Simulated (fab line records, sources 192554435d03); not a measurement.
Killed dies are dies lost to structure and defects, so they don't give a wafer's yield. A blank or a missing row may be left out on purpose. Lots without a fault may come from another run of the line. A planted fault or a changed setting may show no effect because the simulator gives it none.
Which tool did it? | flow n5_finfet | 12 lots, 36 wafers sampled, at 1 step of a route of 1938

WHAT THE GAUGES READ, wafer by wafer
N5_BEOL_M0_CUTY_CD_MEAS_57: target cd 200 nm.
lot  | measured     | on        | cd_nm (nm)
L075 | day 6 14:41  | cd_sem-03 | 200.1 199.8 199.9
L078 | day 7 00:22  | cd_sem-02 | 200.6 199.9 200.8
L079 | day 7 01:46  | cd_sem-01 | 200.6 197.9 200.7
L081 | day 7 10:27  | cd_sem-02 | 199.5 199.1 199.4
L083 | day 8 00:49  | cd_sem-03 | 199.5 199.0 198.5
L085 | day 8 11:26  | cd_sem-02 | 203.0 201.2 201.6
L087 | day 9 07:01  | cd_sem-02 | 201.0 199.4 199.7
L090 | day 9 16:59  | cd_sem-03 | 201.1 200.8 199.3
L091 | day 10 03:25 | cd_sem-03 | 201.1 201.5 201.4
L093 | day 10 09:55 | cd_sem-01 | 201.1 201.2 200.1
L095 | day 11 03:50 | cd_sem-02 | 200.9 200.7 199.9
L097 | day 11 19:38 | cd_sem-01 | 199.9 199.3 199.3

WHICH TOOL RAN EACH LOT (tool, then ch and the chambers of the sampled wafers, then the start)
The record holds no process step before these readings.

THE ANSWER, worked out from the rows above alone
Rule: what is usual is taken from the lots themselves. Put in order of their means at a reading, lots are off if they are a third of the lots or fewer, leave a main group of 4 or more, and stand apart from it by a gap of 3 or more times the standard deviation of the main group's means; of several such gaps the widest counts. A main group whose means are all the same, to the digits that the tables above print for the reading, isn't used. A lot without any number at a reading at which 4 lots or more have one is off too. The other lots that the step has rows for count as sound.
No lot is off at any reading shown: from this, nothing can be told.

WHAT THE SIMULATOR HAD PUT IN
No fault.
